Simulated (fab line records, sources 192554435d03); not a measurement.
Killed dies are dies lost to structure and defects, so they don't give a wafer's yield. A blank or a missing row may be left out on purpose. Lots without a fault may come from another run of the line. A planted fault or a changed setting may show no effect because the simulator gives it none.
Chamber matching | flow n5_finfet | N5_BEOL_M1_PRE_CLEAN_60 on cvd_co-02: 3 sister chambers
The step time 15 s. 42 wafers are shown with their chamber, then 12 later ones without.

WAFERS WITH THEIR CHAMBER
wafer  | chamber | heater_power_w (W)
L074.3 | 1       | 83
L074.5 | 0       | 76
L074.6 | 2       | 73
L076.2 | 0       | 74
L076.4 | 2       | 72
L076.5 | 0       | 77
L077.1 | 0       | 73
L077.3 | 1       | 83
L077.5 | 2       | 71
L078.4 | 2       | 72
L078.5 | 1       | 85
L078.6 | 0       | 76
L079.2 | 1       | 88
L079.3 | 0       | 77
L079.6 | 1       | 83
L081.1 | 2       | 72
L081.2 | 0       | 76
L081.3 | 1       | 82
L081.4 | 1       | 84
L081.5 | 2       | 73
L081.6 | 0       | 76
L082.1 | 2       | 74
L082.4 | 2       | 72
L082.6 | 1       | 84
L083.1 | 2       | 73
L083.3 | 0       | 76
L083.4 | 2       | 73
L084.2 | 2       | 74
L084.5 | 1       | 83
L084.6 | 0       | 77
L087.2 | 2       | 73
L087.3 | 0       | 77
L087.6 | 2       | 74
L086.2 | 1       | 84
L086.4 | 0       | 76
L086.5 | 2       | 73
L088.4 | 1       | 86
L088.5 | 2       | 72
L088.6 | 0       | 77
L089.1 | 2       | 73
L089.3 | 1       | 89
L089.4 | 0       | 76

SIGNATURES (means of the wafers above)
reading        | chamber 0 | chamber 1 | chamber 2 | scatter within a chamber
heater_power_w | 76.00     | 84.50     | 72.75     | 1.43
Rule: a wafer's distance from a chamber is the root of the sum, over the readings, of the square of ((its reading less the chamber's mean) divided by the reading's scatter). The wafer belongs to the nearest chamber; if the next one is less than 2 further off, it can't be placed. The scatter: the root of (the sum of the squares of (reading less its chamber's mean) over the shown wafers, divided by (wafers less chambers)).

WAFERS WITHOUT THEIR CHAMBER
wafer  | heater_power_w (W)
L090.1 | 84
L090.2 | 78
L090.6 | 78
L091.1 | 82
L091.2 | 74
L091.3 | 75
L095.2 | 85
L095.3 | 73
L095.5 | 73
L097.4 | 78
L097.5 | 73
L097.6 | 84

WHICH CHAMBER EACH WENT THROUGH
wafer  | from the rows above     | in truth
L090.1 | 1                       | 1
L090.2 | 0                       | 0
L090.6 | 0                       | 0
L091.1 | 1                       | 1
L091.2 | can't be placed: 2 or 0 | 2
L091.3 | can't be placed: 0 or 2 | 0
L095.2 | 1                       | 1
L095.3 | can't be placed: 2 or 0 | 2
L095.5 | can't be placed: 2 or 0 | 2
L097.4 | 0                       | 0
L097.5 | can't be placed: 2 or 0 | 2
L097.6 | 1                       | 1
Placed correctly: 7 of 12. Can't be placed from these rows: 5 (the true chamber is among the candidates in 5). Placed wrongly: 0.
